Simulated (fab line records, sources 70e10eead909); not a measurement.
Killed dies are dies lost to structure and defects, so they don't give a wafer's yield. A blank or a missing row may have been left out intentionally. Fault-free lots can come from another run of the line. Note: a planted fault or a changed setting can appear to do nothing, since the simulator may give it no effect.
Chamber matching ; flow nand-harc ; 4 sister chambers for NHARC_A_CHANNEL_FILL_D1_ALD_02 on ald-hk-02
The step deposits SiO2, target thk 6 nm, pulse time 10 s, ald cycles 60. 8 wafers are shown with their chamber, then 8 later ones without.

WAFERS PAIRED WITH THEIR CHAMBERS
wafer;chamber;heater-power-w (W);precursor-pulse-height-rel
L082.2;1;350;0.989
L083.1;2;484;0.994
L083.2;0;423;0.952
L083.6;0;432;0.992
L085.1;2;471;1.008
L085.3;3;464;0.988
L085.6;1;360;1.004
L087.1;3;468;1.014

WAFERS WITHOUT THEIR CHAMBER
wafer;heater-power-w (W);precursor-pulse-height-rel
L087.4;479;1.028
L087.6;348;1.018
L088.1;422;0.999
L088.5;506;1.017
L088.6;467;1.032
L096.1;328;0.990
L096.3;452;0.991
L096.5;453;0.991

WHICH CHAMBER EACH ONE RAN IN
wafer;from the rows above;in truth
L087.4;can't be placed: 2 or 3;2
L087.6;1;1
L088.1;0;0
L088.5;can't be placed: 2 or 3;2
L088.6;can't be placed: 3 or 2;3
L096.1;1;1
L096.3;can't be placed: 3 or 0 or 2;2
L096.5;can't be placed: 3 or 2 or 0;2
Correct placement for 3 of the 8. Unplaceable from these rows: 5, with the true chamber sitting among the candidates in 5. Placed wrongly: 0.
How it was worked out, from the rows above alone: a wafer's distance from a chamber is the root of the sum, over the readings, of the square of ((its reading less the chamber's mean) divided by the reading's scatter). If the next closest chamber is less than 2 further off than the closest, the wafer can't be placed; otherwise it belongs to the closest. A chamber's mean is the mean of its shown wafers. The scatter: the root of (the sum of the squares of (reading less its chamber's mean) over the shown wafers, divided by (wafers less chambers)).
